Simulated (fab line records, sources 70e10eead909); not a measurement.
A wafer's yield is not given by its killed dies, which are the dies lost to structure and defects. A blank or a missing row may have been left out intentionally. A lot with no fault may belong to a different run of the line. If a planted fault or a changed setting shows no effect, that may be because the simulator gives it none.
fab line records ; flow nandHarc
record lots=7; wafers=19; lastDay=33
route steps=1302 shown A_CHANNEL_HOLE_D1@487 A_CHANNEL_FILL_D1@490 A_DECK1_JOINT@518 END@1302
lots that met no fault: taken from a fault-free run of the same line
startH: hours from the record's first day to the start of the lot's first wafer shown ; waitH: hours from the lot's prior step to this one ; " repeats the value in the row above ; L1.1+2: a single row standing in for several wafers ; - no value, or no start was given ; * or withheld: withheld ; < > ~ a bound
route shown NAME@n: a module of which the file shows steps, and the number in the route of the first ; usual: the fault-free wafers' mean and standard deviation ; same: alike in all rows ; chamber/n: place in a boat ; sites: each site's reading ; _std_site: their standard deviation ; _edge_site: mean of outer sites minus mean of inner sites ; radiusMm: for every site, how far away it sits from the centre of the wafer ; mask NAME#n: copy n ; behind: the most recent tool/chamber to have shaped the wafer ; hold: why the lot was held/for how many hours/how that ended ; device: whichever transistor did not switch (one of n, p or np) ; end of line: at the end of the route, the tests of the same wafers ; where a step has no rows: the recipe by itself ; killed: count of dies lost to structure and defects at first sort (not the wafer's yield) ; map: dies across one wafer; x = killed, . = not, _ = none there
set.NAME: setting as actually run; set.NAME@STEP: the setting as run at that earlier step ; model.NAME: the simulator's own value behind a step, which no gauge read
lots seen at some steps along the route; tables by step, rows by wafer
services: the hour from which a tool's chamber was out of use, counted from the record's first day as startH (under 0 if before that day), plus the number of hours and why
## steps
# step NHARC_A_CHANNEL_HOLE_D1_CD_MEAS_30
# usual cdNm=90.0/1.8
lot.wafer;tool;chamber;startH;waitH;cdNm
L743.2;cdSem-03;-;190.94;-;88.2
L743.4;cdSem-03;-;190.94;-;90.6
L743.5;cdSem-03;-;190.94;-;91.7
L747.2;cdSem-01;-;225.15;-;90.8
L747.4;cdSem-01;-;225.15;-;86.8
L747.6;cdSem-01;-;225.15;-;89.6
L752.1;cdSem-02;-;277.79;-;89.9
L752.4;cdSem-02;-;277.79;-;89.9
L752.5;cdSem-02;-;277.79;-;90.4
L758.1;cdSem-02;-;328.93;-;87.8
L758.3;cdSem-02;-;328.93;-;87.6
L758.6;cdSem-02;-;328.93;-;89.1
L763.4;cdSem-02;-;386.50;-;90.1
L763.6;cdSem-02;-;386.50;-;89.2
L764.1;cdSem-02;-;407.84;-;86.0
L764.2;cdSem-02;-;407.84;-;88.7
L764.6;cdSem-02;-;407.84;-;90.0
L765.4;cdSem-03;-;416.22;-;89.2
L765.6;cdSem-03;-;416.22;-;86.1
# step NHARC_A_CHANNEL_HOLE_D1_XSEM_31
# recipe landingEnergyEv=35000
# step NHARC_A_CHANNEL_HOLE_D1_INSPECT_40
# usual rawDefectCount=70/28
lot.wafer;tool;chamber;startH;waitH;rawDefectCount
L743.2;defectInspect-01;-;191.12;-;106
L743.4;defectInspect-01;-;191.12;-;110
L743.5;defectInspect-01;-;191.12;-;105
L747.2;defectInspect-01;-;225.33;-;58
L747.4;defectInspect-01;-;225.33;-;37
L747.6;defectInspect-01;-;225.33;-;49
L752.1;defectInspect-02;-;277.98;-;58
L752.4;defectInspect-02;-;277.98;-;44
L752.5;defectInspect-02;-;277.98;-;42
L758.1;defectInspect-01;-;329.12;-;83
L758.3;defectInspect-01;-;329.12;-;81
L758.6;defectInspect-01;-;329.12;-;61
L763.4;defectInspect-02;-;386.68;-;62
L763.6;defectInspect-02;-;386.68;-;71
L764.1;defectInspect-02;-;408.03;-;53
L764.2;defectInspect-02;-;408.03;-;89
L764.6;defectInspect-02;-;408.03;-;73
L765.4;defectInspect-01;-;416.40;-;56
L765.6;defectInspect-01;-;416.40;-;79
# step NHARC_A_CHANNEL_FILL_D1_PRECLEAN_00
# recipe timeS=*; tempC=50; bathAgeMin=0; chemistry=SC1
# step NHARC_A_CHANNEL_FILL_D1_SRD_01
# step NHARC_A_CHANNEL_FILL_D1_ALD_02
# recipe targetThkA=60; pulseTimeS=10; aldCycles=60; tempC=300; material=SiO2
# step NHARC_A_CHANNEL_FILL_D1_ALD_03
# recipe targetThkA=60; pulseTimeS=60; aldCycles=58; tempC=630; pressureTorr=2; material=SiNx
# usual precursorPulseHeightRel=1.000/0.02
lot.wafer;tool;chamber;startH;waitH;precursorPulseHeightRel
L743.2;aldSinBatch-01;0;-;-;1.014
L743.4;aldSinBatch-01;0;-;-;1.014
L743.5;aldSinBatch-01;0;-;-;1.019
L747.2;aldSinBatch-01;0;-;-;0.985
L747.4;aldSinBatch-01;0;-;-;1.012
L747.6;aldSinBatch-01;0;-;-;1.000
L752.1;aldSinBatch-01;0;-;-;0.996
L752.4;aldSinBatch-01;0;-;-;0.999
L752.5;aldSinBatch-01;0;-;-;0.982
L758.1;aldSinBatch-03;0;-;-;1.023
L758.3;aldSinBatch-03;0;-;-;1.033
L758.6;aldSinBatch-03;0;-;-;0.973
L763.4;aldSinBatch-02;0;-;-;1.034
L763.6;aldSinBatch-02;0;-;-;0.989
L764.1;aldSinBatch-03;0;-;-;1.000
L764.2;aldSinBatch-03;0;-;-;0.966
L764.6;aldSinBatch-03;0;-;-;0.990
L765.4;aldSinBatch-01;0;-;-;0.997
L765.6;aldSinBatch-01;0;-;-;0.989
# step NHARC_A_CHANNEL_FILL_D1_ALD_14
# recipe targetThkA=25; pulseTimeS=10; aldCycles=25; tempC=300; material=SiO2
# step NHARC_A_CHANNEL_FILL_D1_ALD_15
# recipe targetThkA=20; pulseTimeS=60; aldCycles=19; tempC=630; pressureTorr=2; material=SiNx
# step NHARC_A_CHANNEL_FILL_D1_ALD_16
# recipe targetThkA=15; pulseTimeS=10; aldCycles=15; tempC=300; material=SiO2
# step NHARC_A_CHANNEL_FILL_D1_ANNEAL_17
# recipe tempC=850; timeS=1800
# step NHARC_A_CHANNEL_FILL_D1_CVD_18
# recipe targetThkA=30; tempC=550; material=poly-Si
# step NHARC_A_CHANNEL_FILL_D1_ETCHBACK_19
# recipe targetDepthA=50; timeS=1.7; hbrFlowSccm=150; cl2FlowSccm=50; rfW=400; icpW=400; biasW=100; chemistry=HBr/Cl2
# usual drypumpMotorCurrentA=5.4/0.56; oesProductAu=1.002/0.012; throttleValvePct=26.405/0.009
lot.wafer;tool;chamber;startH;waitH;drypumpMotorCurrentA;oesProductAu;rfHoursCounterH;throttleValvePct
L743.2;rieSi-02;3;215.26;0.4;6.4;0.977;0.76;26.429
L743.4;rieSi-02;0;215.26;0.4;5.4;0.991;-;26.411
L743.5;rieSi-02;3;215.26;0.4;6.3;0.986;-;26.393
L747.4;rieSi-02;2;251.34;0.4;4.8;1.027;0.62;26.391
L747.2;rieSi-02;3;251.34;0.4;6.3;0.990;0.97;26.404
L747.6;rieSi-02;3;251.34;0.4;6.3;0.981;-;26.401
L752.4;rieSi-04;3;302.27;0.4;5.6;1.008;1.04;26.431
L752.1;rieSi-04;0;302.27;0.4;4.9;1.005;0.85;26.406
L752.5;rieSi-04;3;302.27;0.4;5.6;1.020;-;26.415
L758.3;rieSi-04;3;354.48;0.4;5.6;0.991;0.02;26.402
L758.1;rieSi-04;1;354.48;0.4;5.1;1.004;0.04;26.408
L758.6;rieSi-04;3;354.48;0.4;5.6;0.983;-;26.405
L763.4;rieSi-02;3;412.14;0.4;6.4;0.997;0.78;26.417
L763.6;rieSi-02;0;412.14;0.4;5.4;0.988;-;26.423
L764.2;rieSi-02;3;432.39;0.4;6.3;1.009;0.83;26.398
L764.1;rieSi-02;1;432.39;0.4;4.8;1.008;0.76;26.401
L764.6;rieSi-02;2;432.39;0.4;4.7;0.994;-;26.421
L765.4;rieSi-02;0;440.61;0.4;5.4;1.007;1.09;26.402
L765.6;rieSi-02;2;440.61;0.4;4.8;0.995;-;26.404
# step NHARC_A_CHANNEL_FILL_D1_ETCHBACK_20
# recipe targetDepthA=270; timeS=13.5; c4f8FlowSccm=withheld; o2FlowSccm=8; arFlowSccm=withheld; rfW=600; biasW=1500; chemistry=C4F8/O2/Ar
# step NHARC_A_CHANNEL_FILL_D1_STRIP_28
# recipe timeS=20; o2FlowSccm=500; arFlowSccm=0; biasW=0; chemistry=O2
# usual drypumpMotorCurrentA=5.8/0.31; oesProductAu=0.996/0.014; rfVppV=57.9/0.92; showerheadPlenumPTorr=3.56/0.13; throttleValvePct=17.036/0.0092
lot.wafer;tool;chamber;startH;waitH;drypumpMotorCurrentA;oesProductAu;rfHoursCounterH;rfVppV;showerheadPlenumPTorr;throttleValvePct
L743.2;rieDiel-08;0;215.47;0.1;5.5;1.004;1.2;59.4;3.47;17.044
L743.4;rieDiel-08;1;215.47;0.1;5.6;0.997;1.1;57.7;3.41;17.039
L743.5;rieDiel-08;0;215.47;0.1;5.5;1.006;-;57.2;3.47;17.036
L747.4;rieDiel-08;2;251.56;0.1;5.8;0.982;3.6;59.1;3.79;17.041
L747.2;rieDiel-08;3;251.56;0.1;5.6;0.995;3.8;57.7;3.40;17.046
L747.6;rieDiel-08;2;251.56;0.1;5.8;0.975;-;59.1;3.79;17.038
L752.1;rieDiel-01;1;302.48;0.1;5.4;1.007;4.0;58.7;3.60;17.037
L752.4;rieDiel-01;2;302.48;0.1;5.6;0.969;3.9;58.6;3.50;17.055
L752.5;rieDiel-01;2;302.48;0.1;5.6;0.966;-;57.7;3.50;17.020
L758.1;rieDiel-01;1;354.69;0.1;5.4;1.002;6.2;59.5;3.60;17.020
L758.3;rieDiel-01;2;354.69;0.1;5.6;0.975;6.6;58.9;3.50;17.022
L758.6;rieDiel-01;1;354.69;0.1;5.4;0.996;-;57.7;3.60;17.057
L763.4;rieDiel-08;3;412.32;0.1;5.6;0.985;2.8;57.4;3.39;17.050
L763.6;rieDiel-08;0;412.32;0.1;5.5;1.009;-;58.8;3.46;17.030
L764.1;rieDiel-08;2;432.60;0.1;5.8;1.008;3.8;57.6;3.78;17.018
L764.2;rieDiel-08;1;432.60;0.1;5.7;0.996;3.2;56.7;3.40;17.017
L764.6;rieDiel-08;3;432.60;0.1;5.6;0.998;-;58.2;3.39;17.048
L765.4;rieDiel-01;3;440.79;0.1;6.0;0.986;2.7;59.6;3.75;17.033
L765.6;rieDiel-01;1;440.79;0.1;5.4;1.022;-;57.0;3.60;17.040
# step NHARC_A_CHANNEL_FILL_D1_PRECLEAN_21
# recipe timeS=30; chemistry=dHF
# step NHARC_A_CHANNEL_FILL_D1_SRD_23
# step NHARC_A_CHANNEL_FILL_D1_CVD_05
# recipe targetThkA=50; tempC=550; material=poly-Si
# step NHARC_A_CHANNEL_FILL_D1_ANNEAL_22
# recipe tempC=620; timeS=7200
# step NHARC_A_CHANNEL_FILL_D1_ALD_25
# recipe targetThkA=600; pulseTimeS=10; aldCycles=600; tempC=300; material=SiOx
# step NHARC_A_CHANNEL_FILL_D1_ETCHBACK_08
# recipe targetDepthA=2200; timeS=110; c4f8FlowSccm=20; arFlowSccm=withheld; rfW=600; biasW=300; chemistry=C4F8
# usual oesProductAu=0.94/0.033; rfVppV=441.4/2.4
lot.wafer;tool;chamber;startH;waitH;oesProductAu;rfHoursCounterH;rfVppV
L743.2;rieDiel-06;0;-;-;1.00;4.2;444.6
L743.4;rieDiel-06;2;-;-;1.01;4.5;438.8
L743.5;rieDiel-06;3;-;-;0.99;-;442.8
L747.2;rieDiel-08;0;-;-;0.92;5.9;440.2
L747.4;rieDiel-08;3;-;-;0.93;5.8;438.3
L747.6;rieDiel-08;1;-;-;0.94;-;439.7
L752.1;rieDiel-08;2;-;-;0.90;8.1;445.1
L752.4;rieDiel-08;3;-;-;0.92;8.1;436.9
L752.5;rieDiel-08;3;-;-;0.93;-;438.8
L758.1;rieDiel-01;3;-;-;0.93;6.8;445.1
L758.3;rieDiel-01;1;-;-;0.93;6.8;441.0
L758.6;rieDiel-01;2;-;-;0.91;-;440.0
L763.4;rieDiel-08;1;-;-;0.92;3.1;437.9
L763.6;rieDiel-08;1;-;-;0.92;-;438.9
L764.1;rieDiel-06;1;-;-;0.91;8.6;440.8
L764.2;rieDiel-06;3;-;-;0.95;6.8;443.3
L764.6;rieDiel-06;0;-;-;0.94;-;442.5
L765.4;rieDiel-01;2;-;-;0.91;3.6;440.9
L765.6;rieDiel-01;2;-;-;0.92;-;440.4
# step NHARC_A_CHANNEL_FILL_D1_STRIP_29
# recipe timeS=20; o2FlowSccm=500; arFlowSccm=0; biasW=0; chemistry=O2
# usual drypumpMotorCurrentA=5.8/0.33; oesProductAu=0.998/0.013; rfVppV=57.8/0.97; showerheadPlenumPTorr=3.55/0.13; throttleValvePct=17.036/0.009
lot.wafer;tool;chamber;startH;waitH;drypumpMotorCurrentA;oesProductAu;rfHoursCounterH;rfVppV;showerheadPlenumPTorr;throttleValvePct
L743.2;rieDiel-06;1;-;-;6.7;1.013;4.2;57.4;3.60;17.030
L743.4;rieDiel-06;3;-;-;6.0;0.997;4.5;58.6;3.67;17.034
L743.5;rieDiel-06;1;-;-;6.7;1.000;-;58.8;3.60;17.029
L747.2;rieDiel-08;3;-;-;5.6;1.010;5.8;56.6;3.40;17.034
L747.4;rieDiel-08;2;-;-;5.8;0.988;6.0;57.3;3.79;17.031
L747.6;rieDiel-08;3;-;-;5.6;1.006;-;57.6;3.40;17.045
L752.1;rieDiel-08;0;-;-;5.5;1.011;7.9;58.6;3.46;17.040
L752.4;rieDiel-08;1;-;-;5.7;1.004;8.0;58.9;3.40;17.041
L752.5;rieDiel-08;3;-;-;5.6;1.010;-;55.9;3.40;17.031
L758.3;rieDiel-01;0;-;-;6.0;0.987;7.2;58.0;3.50;17.025
L758.1;rieDiel-01;2;-;-;5.6;0.982;7.2;55.1;3.50;17.040
L758.6;rieDiel-01;1;-;-;5.4;0.998;-;58.3;3.60;17.043
L763.4;rieDiel-08;3;-;-;5.6;1.002;3.5;57.8;3.39;17.025
L763.6;rieDiel-08;0;-;-;5.5;1.009;-;58.1;3.46;17.040
L764.2;rieDiel-06;1;-;-;6.7;0.992;8.6;58.8;3.59;17.031
L764.1;rieDiel-06;0;-;-;5.5;1.013;8.4;60.1;3.64;17.042
L764.6;rieDiel-06;2;-;-;5.8;0.997;-;57.7;3.40;17.020
L765.4;rieDiel-01;1;-;-;5.3;1.016;3.4;57.2;3.60;17.035
L765.6;rieDiel-01;0;-;-;6.0;0.990;-;59.1;3.50;17.041
# step NHARC_A_CHANNEL_FILL_D1_PRECLEAN_30
# recipe timeS=30; chemistry=dHF
# step NHARC_A_CHANNEL_FILL_D1_SRD_31
# step NHARC_A_CHANNEL_FILL_D1_CVD_09
# recipe targetThkA=1500; tempC=620; pressureMtorr=200; timeS=3000; material=poly-Si
# step NHARC_A_CHANNEL_FILL_D1_CMP_10
# recipe targetThkNm=150
# step NHARC_A_CHANNEL_FILL_D1_SRD_12
# step NHARC_A_CHANNEL_FILL_D1_INSPECT_13
# usual rawDefectCount=294/99
lot.wafer;tool;chamber;startH;waitH;rawDefectCount
L743.2;defectInspect-01;-;240.61;0.0;362
L743.4;defectInspect-01;-;240.61;0.0;276
L743.5;defectInspect-01;-;240.61;0.0;261
L747.2;defectInspect-02;-;280.61;0.0;224
L747.4;defectInspect-02;-;280.61;0.0;219
L747.6;defectInspect-02;-;280.61;0.0;297
L752.1;defectInspect-01;-;326.64;0.0;292
L752.4;defectInspect-01;-;326.64;0.0;652
L752.5;defectInspect-01;-;326.64;0.0;359
L758.1;defectInspect-02;-;378.12;0.0;534
L758.3;defectInspect-02;-;378.12;0.0;671
L758.6;defectInspect-02;-;378.12;0.0;308
L763.4;defectInspect-01;-;435.71;0.0;206
L763.6;defectInspect-01;-;435.71;0.0;162
L764.1;defectInspect-02;-;456.13;0.0;379
L764.2;defectInspect-02;-;456.13;0.0;437
L764.6;defectInspect-02;-;456.13;0.0;209
L765.4;defectInspect-01;-;466.39;0.0;322
L765.6;defectInspect-01;-;466.39;0.0;360
# step NHARC_A_DECK1_JOINT_ETCHBACK_07
# recipe targetDepthA=1050; timeS=26.9; hbrFlowSccm=150; rfW=350; icpW=350; biasW=60; chemistry=HBr
# step NHARC_A_DECK1_JOINT_ETCH_25
# recipe targetDepthA=5; chemistry=dHF; material=SiO2
# step NHARC_A_DECK1_JOINT_ETCH_19
# recipe tempC=25; targetDepthA=30; chemistry=TMAH; material=poly-Si
# step NHARC_A_DECK1_JOINT_ETCH_18
# recipe targetDepthA=30; chemistry=dHF; material=SiO2
# step NHARC_A_DECK1_JOINT_WET_08
# recipe tempC=160; timeS=86; chemistry=H3PO4
# step NHARC_A_DECK1_JOINT_ETCH_09
# recipe targetDepthA=50; chemistry=dHF; material=SiO2
# step NHARC_A_DECK1_JOINT_WET_10
# recipe tempC=160; timeS=86; chemistry=H3PO4
# step NHARC_A_DECK1_JOINT_ETCH_11
# recipe targetDepthA=350; chemistry=dHF; material=SiO2
# step NHARC_A_DECK1_JOINT_CVD_12
# recipe targetThkA=900; tempC=620; pressureMtorr=200; timeS=1800; material=poly-Si
# step NHARC_A_DECK1_JOINT_CMP_13
# recipe targetThkNm=51.023
# usual motorCurrentA=12.0/1.1; timeToEndpointS=9/3.3
lot.wafer;tool;chamber;startH;waitH;motorCurrentA;timeToEndpointS
L743.2;cmp-04;0;250.96;0.4;13.2;16
L743.4;cmp-04;2;250.96;0.4;11.2;10
L743.5;cmp-04;1;250.96;0.4;11.3;10
L747.4;cmp-04;2;290.79;0.4;11.3;10
L747.2;cmp-04;0;290.79;0.4;14.1;14
L747.6;cmp-04;3;290.79;0.4;13.3;8
L752.4;cmp-01;0;336.85;0.4;12.9;10
L752.1;cmp-01;2;336.85;0.4;10.1;8
L752.5;cmp-01;0;336.85;0.4;13.1;8
L758.1;cmp-04;3;388.54;0.4;13.7;6
L758.3;cmp-04;1;388.54;0.4;10.5;8
L758.6;cmp-04;3;388.54;0.4;13.0;6
L764.1;cmp-02;1;466.39;0.4;12.7;10
L764.2;cmp-02;2;466.39;0.4;11.7;15
# step NHARC_A_DECK1_JOINT_THK_MEAS_14
# recipe thkMeasGauge=ellipsometry
# usual thkNm=50.9/1.9
lot.wafer;tool;chamber;startH;waitH;thkNm
L743.2;filmMetro-01;-;251.22;0.2;54.2
L743.4;filmMetro-01;-;251.22;0.2;50.2
L743.5;filmMetro-01;-;251.22;0.2;48.6
L747.2;filmMetro-01;-;291.05;0.2;52.9
L747.4;filmMetro-01;-;291.05;0.2;50.6
L747.6;filmMetro-01;-;291.05;0.2;49.0
L752.1;filmMetro-01;-;337.08;0.2;50.1
L752.4;filmMetro-01;-;337.08;0.2;50.7
L752.5;filmMetro-01;-;337.08;0.2;50.6
L758.1;filmMetro-01;-;388.80;0.2;49.1
L758.3;filmMetro-01;-;388.80;0.2;49.2
L758.6;filmMetro-01;-;388.80;0.2;48.0
L764.1;filmMetro-02;-;466.59;0.2;50.5
L764.2;filmMetro-02;-;466.59;0.2;49.5
# step NHARC_END_SORT_01
# recipe tempC=25
# usual killedAtArray=59/20; killedAtOther=0.8/1.1; killedAtPeriphery=5/3.1; killedDies=64/21; killedOpen=3.4/1.9; killedShort=2.3/1.7
# same grossDies=677
lot.wafer;tool;chamber;startH;waitH;killedAtArray;killedAtOther;killedAtPeriphery;killedDies;killedOpen;killedShort
L747.2;prober-01;0;588.29;2.8;14;1;4;19;2;3
L747.4;prober-01;0;589.89;3.4;17;1;5;23;2;4
L747.6;prober-01;0;591.49;4.0;26;1;1;28;8;0
L758.1;prober-02;0;700.50;2.5;50;1;2;53;5;1
L758.3;prober-02;0;702.11;3.1;46;1;0;47;2;1
L758.6;prober-02;0;704.53;4.0;54;1;2;57;4;3
L763.4;prober-01;0;763.87;3.4;670;4;3;677;4;9
L763.6;prober-01;0;765.47;4.0;670;3;4;677;8;1
L764.6;prober-02;0;784.30;4.0;668;2;7;677;3;2
L765.4;prober-01;0;782.77;3.4;671;0;6;677;2;3
L765.6;prober-01;0;784.38;4.0;672;0;5;677;4;0
# killed by level:class
L747.2 A_CHANNEL_HOLE_D2:chamberFilmFlake=7 A_CHANNEL_FILL_D1:geometricParticle:short=2 P_GATE:chamberFilmFlake=2 P_STI:geometricParticle:open=1 A_DECK1_JOINT:geometricParticle:short=1 A_CHANNEL_FILL_D2:geometricParticle:open=1 P_STI:chamberFilmFlake=1 A_DECK1_JOINT:chamberFilmFlake=1
L747.4 A_CHANNEL_HOLE_D2:chamberFilmFlake=7 A_SOURCE_PLATE:geometricParticle:short=2 A_CHANNEL_HOLE_D1:chamberFilmFlake=2 A_CONTACT:chamberFilmFlake=2 P_ZERO_WELL:geometricParticle:open=1 P_M2:geometricParticle:open=1 P_M2:geometricParticle:short=1 A_BLC:geometricParticle:short=1
L747.6 A_CHANNEL_HOLE_D2:chamberFilmFlake=7 A_CHANNEL_HOLE_D1:chamberFilmFlake=4 A_STAIRCASE:chamberFilmFlake=4 A_ONON_D2:geometricParticle:open=3 A_ONON_D1:geometricParticle:open=1 A_CHANNEL_FILL_D1:geometricParticle:open=1 A_DECK1_JOINT:geometricParticle:open=1 A_SGD_CUT:geometricParticle:open=1
L758.1 A_SLIT:chamberFilmFlake=25 A_CHANNEL_HOLE_D1:chamberFilmFlake=8 A_STAIRCASE:chamberFilmFlake=4 A_ONON_D1:geometricParticle:open=3 A_CONTACT:chamberFilmFlake=3 A_CHANNEL_HOLE_D2:chamberFilmFlake=2 A_ONON_D1:geometricParticle:short=1 A_CHANNEL_HOLE_D2:geometricParticle:open=1
L758.3 A_SLIT:chamberFilmFlake=22 A_CHANNEL_HOLE_D1:chamberFilmFlake=9 A_STAIRCASE:chamberFilmFlake=5 A_CONTACT:chamberFilmFlake=3 A_CHANNEL_HOLE_D1:geometricParticle:open=1 A_ONON_D2:geometricParticle:short=1 A_BLC:geometricParticle:open=1 A_ZERO_WELL:chamberFilmFlake=1
L758.6 A_SLIT:chamberFilmFlake=19 A_CHANNEL_HOLE_D1:chamberFilmFlake=9 A_STAIRCASE:chamberFilmFlake=7 A_CONTACT:chamberFilmFlake=6 A_ONON_D1:geometricParticle:open=2 A_CHANNEL_FILL_D1:chamberFilmFlake=2 A_CHANNEL_HOLE_D2:chamberFilmFlake=2 A_WL_FILL:chamberFilmFlake=2
L763.4 A_CHANNEL_FILL_D1:areaEtchback=614 A_SLIT:chamberFilmFlake=25 A_CHANNEL_HOLE_D1:chamberFilmFlake=11 A_CONTACT:chamberFilmFlake=5 THIN_TSV:chamberFilmFlake=4 A_ONON_D1:geometricParticle:short=2 A_CHANNEL_HOLE_D2:chamberFilmFlake=2 P_M1:geometricParticle:short=1
L763.6 A_CHANNEL_FILL_D1:areaEtchback=604 A_SLIT:chamberFilmFlake=33 A_CHANNEL_HOLE_D1:chamberFilmFlake=19 A_M0:geometricParticle:open=4 A_CONTACT:chamberFilmFlake=4 P_GATE:chamberFilmFlake=3 THIN_TSV:chamberFilmFlake=3 P_CONTACT:geometricParticle:open=1
L765.4 A_CHANNEL_FILL_D1:areaEtchback=624 A_SLIT:chamberFilmFlake=26 A_CHANNEL_HOLE_D1:chamberFilmFlake=8 P_STI:chamberFilmFlake=6 A_STAIRCASE:chamberFilmFlake=3 A_CONTACT:chamberFilmFlake=3 A_ONON_D1:geometricParticle:short=2 A_SGD_CUT:geometricParticle:open=1
L764.6 A_CHANNEL_FILL_D1:areaEtchback=609 A_CHANNEL_HOLE_D2:chamberFilmFlake=34 A_CHANNEL_HOLE_D1:chamberFilmFlake=10 A_SLIT:chamberFilmFlake=8 A_WL_FILL:chamberFilmFlake=2 P_ZERO_WELL:chamberFilmFlake=2 THIN_TSV:chamberFilmFlake=2 P_GATE:geometricParticle:short=1
L765.6 A_CHANNEL_FILL_D1:areaEtchback=619 A_SLIT:chamberFilmFlake=26 A_CHANNEL_HOLE_D1:chamberFilmFlake=16 A_STAIRCASE:chamberFilmFlake=4 P_STI:chamberFilmFlake=3 A_DECK1_JOINT:chamberFilmFlake=2 A_CONTACT:chamberFilmFlake=2 P_STI:geometricParticle:open=1
# map L763.4 (x killed, . not)
____________x____________
_________xxxxxxx_________
_______xxxxxxxxxxx_______
______xxxxxxxxxxxxx______
_____xxxxxxxxxxxxxxx_____
____xxxxxxxxxxxxxxxxx____
____xxxxxxxxxxxxxxxxx____
___xxxxxxxxxxxxxxxxxxx___
___xxxxxxxxxxxxxxxxxxx___
__xxxxxxxxxxxxxxxxxxxxx__
__xxxxxxxxxxxxxxxxxxxxx__
_xxxxxxxxxxxxxxxxxxxxxxx_
_xxxxxxxxxxxxxxxxxxxxxxx_
_xxxxxxxxxxxxxxxxxxxxxxx_
_xxxxxxxxxxxxxxxxxxxxxxx_
_xxxxxxxxxxxxxxxxxxxxxxx_
xxxxxxxxxxxxxxxxxxxxxxxxx
xxxxxxxxxxxxxxxxxxxxxxxxx
xxxxxxxxxxxxxxxxxxxxxxxxx
xxxxxxxxxxxxxxxxxxxxxxxxx
xxxxxxxxxxxxxxxxxxxxxxxxx
_xxxxxxxxxxxxxxxxxxxxxxx_
_xxxxxxxxxxxxxxxxxxxxxxx_
_xxxxxxxxxxxxxxxxxxxxxxx_
_xxxxxxxxxxxxxxxxxxxxxxx_
_xxxxxxxxxxxxxxxxxxxxxxx_
__xxxxxxxxxxxxxxxxxxxxx__
__xxxxxxxxxxxxxxxxxxxxx__
___xxxxxxxxxxxxxxxxxxx___
___xxxxxxxxxxxxxxxxxxx___
____xxxxxxxxxxxxxxxxx____
____xxxxxxxxxxxxxxxxx____
_____xxxxxxxxxxxxxxx_____
______xxxxxxxxxxxxx______
_______xxxxxxxxxxx_______
_________xxxxxxx_________
____________x____________
# map L764.6 (x killed, . not)
____________x____________
_________xxxxxxx_________
_______xxxxxxxxxxx_______
______xxxxxxxxxxxxx______
_____xxxxxxxxxxxxxxx_____
____xxxxxxxxxxxxxxxxx____
____xxxxxxxxxxxxxxxxx____
___xxxxxxxxxxxxxxxxxxx___
___xxxxxxxxxxxxxxxxxxx___
__xxxxxxxxxxxxxxxxxxxxx__
__xxxxxxxxxxxxxxxxxxxxx__
_xxxxxxxxxxxxxxxxxxxxxxx_
_xxxxxxxxxxxxxxxxxxxxxxx_
_xxxxxxxxxxxxxxxxxxxxxxx_
_xxxxxxxxxxxxxxxxxxxxxxx_
_xxxxxxxxxxxxxxxxxxxxxxx_
xxxxxxxxxxxxxxxxxxxxxxxxx
xxxxxxxxxxxxxxxxxxxxxxxxx
xxxxxxxxxxxxxxxxxxxxxxxxx
xxxxxxxxxxxxxxxxxxxxxxxxx
xxxxxxxxxxxxxxxxxxxxxxxxx
_xxxxxxxxxxxxxxxxxxxxxxx_
_xxxxxxxxxxxxxxxxxxxxxxx_
_xxxxxxxxxxxxxxxxxxxxxxx_
_xxxxxxxxxxxxxxxxxxxxxxx_
_xxxxxxxxxxxxxxxxxxxxxxx_
__xxxxxxxxxxxxxxxxxxxxx__
__xxxxxxxxxxxxxxxxxxxxx__
___xxxxxxxxxxxxxxxxxxx___
___xxxxxxxxxxxxxxxxxxx___
____xxxxxxxxxxxxxxxxx____
____xxxxxxxxxxxxxxxxx____
_____xxxxxxxxxxxxxxx_____
______xxxxxxxxxxxxx______
_______xxxxxxxxxxx_______
_________xxxxxxx_________
____________x____________
## services
tool;chamber;startH;hours;kind
rieDiel-08;0;176.66;12.7;repair
cmp-04;-;177.39;2.7;repair
rieDiel-08;-;190.81;9.0;pm
cmp-04;-;198.02;0.3;repair
rieSi-02;-;198.54;0.4;repair
rieDiel-01;-;203.93;9.0;pm
rieSi-02;2;205.39;41.0;repair
cmp-04;-;209.00;4.0;pm
cmp-04;-;226.40;1.3;repair
cmp-04;-;228.16;2.2;repair
rieDiel-06;1;245.61;4.2;repair
rieSi-02;-;277.00;9.0;pm
rieDiel-01;3;291.70;4.8;repair
cmp-04;-;307.00;4.0;pm
rieDiel-06;-;307.20;9.0;pm
rieDiel-01;3;319.17;7.6;repair
cmp-04;-;328.92;6.4;repair
rieDiel-06;-;347.30;1.8;repair
rieDiel-08;-;367.81;9.0;pm
rieSi-02;1;374.47;28.4;repair
rieDiel-01;3;377.73;9.7;repair
rieDiel-01;-;380.93;9.0;pm
rieDiel-08;1;450.58;12.8;repair
rieSi-02;-;454.00;9.0;pm
## key
firstSign step=NHARC_END_SORT_01; reading=killedAtArray; direction=up; sigmas=31; usual=59; struck=670
effect step=NHARC_END_SORT_01; reading=killedDies; direction=up; sigmas=30; usual=64; struck=677
moreKillsBornAt NHARC_A_CHANNEL_FILL_D1_ETCHBACK_19@rieSi-02=3070
metAt NHARC_A_CHANNEL_FILL_D1_ETCHBACK_19
struckWafers L763.4,L763.6,L764.6,L765.4,L765.6
laterRowsLeftOut L763.4,L763.6,L764.6,L765.4,L765.6
testerLeftOut L763,L764,L765
onsetBetween 251.34 412.14
fault kind=processParameterDrift; tool=rieSi-02; chamber=-; onsetH=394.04; steps=NHARC_A_CHANNEL_FILL_D1_ETCHBACK_19; channel=timeS; offset=*; shape=step; endH=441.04; scope=struckWafersOnly; actsIn=*; stated=*
# testerLeftOut: of these lots the tester's yield and bins aren't shown, on N5 and GAA mostly nor the transistor test; their killed dies are dies lost to structure and defects alone, not to doping, threshold or leakage, so they don't give the yield
# laterRowsLeftOut: the simulator's readings of these wafers behind a module that went badly wrong aren't trusted and aren't shown, but for the sort
